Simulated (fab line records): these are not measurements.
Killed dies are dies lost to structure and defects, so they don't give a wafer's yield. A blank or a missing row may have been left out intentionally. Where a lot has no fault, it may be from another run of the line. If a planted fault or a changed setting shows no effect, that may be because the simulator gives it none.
The tool behind it: which one?	flow n5-finfet	12 lots (36 wafers sampled), 1 step of a 1938-step route

== WHAT THE GAUGES SHOWED, per wafer ==
N5_HKMG_FIN_OVL_MEAS_50.
lot	measured	on	NDIPOLE_OVL (nm)
L075	day 4 05:33	overlay-02	-0.2 0.5 0.0
L077	day 4 23:56	overlay-02	1.6 0.5 1.1
L079	day 5 07:16	overlay-01	1.0 0.2 1.1
L081	day 5 21:09	overlay-02	1.0 -0.2 -0.4
L083	day 6 09:54	overlay-02	-0.5 -0.2 0.0
L085	day 7 01:50	overlay-01	-0.5 0.6 0.0
L087	day 7 10:37	overlay-02	-0.7 -1.8 -0.9
L089	day 7 17:19	overlay-01	1.0 -0.7 0.7
L091	day 8 04:29	overlay-02	-0.2 -0.4 -0.3
L093	day 8 19:44	overlay-01	-0.1 0.5 -0.3
L095	day 9 12:16	overlay-01	0.0 0.0 0.8
L097	day 9 18:25	overlay-02	-0.6 -1.2 -0.2

== TOOL THAT RAN EACH LOT (tool first, then ch and the chambers of the sampled wafers, then the start) ==
The record shows no process step preceding these readings.

== THE ANSWER, worked out from the rows above alone ==
Rule: what is usual is taken from the lots themselves. The widest of any qualifying gaps counts: lots, ordered by their means at a reading, are off when they make up no more than a third of the lots, leave a main group of 4 or more, and stand apart from it by 3 or more times the standard deviation of that group's means. Not used: any main group whose means are identical at the precision the tables above print for the reading. A lot without any number at a reading at which 4 lots or more have one is off too. The other lots that the step has rows for count as sound.
None of the lots is off at any reading shown; this tells nothing.

== WHAT THE SIMULATOR HAD PUT IN ==
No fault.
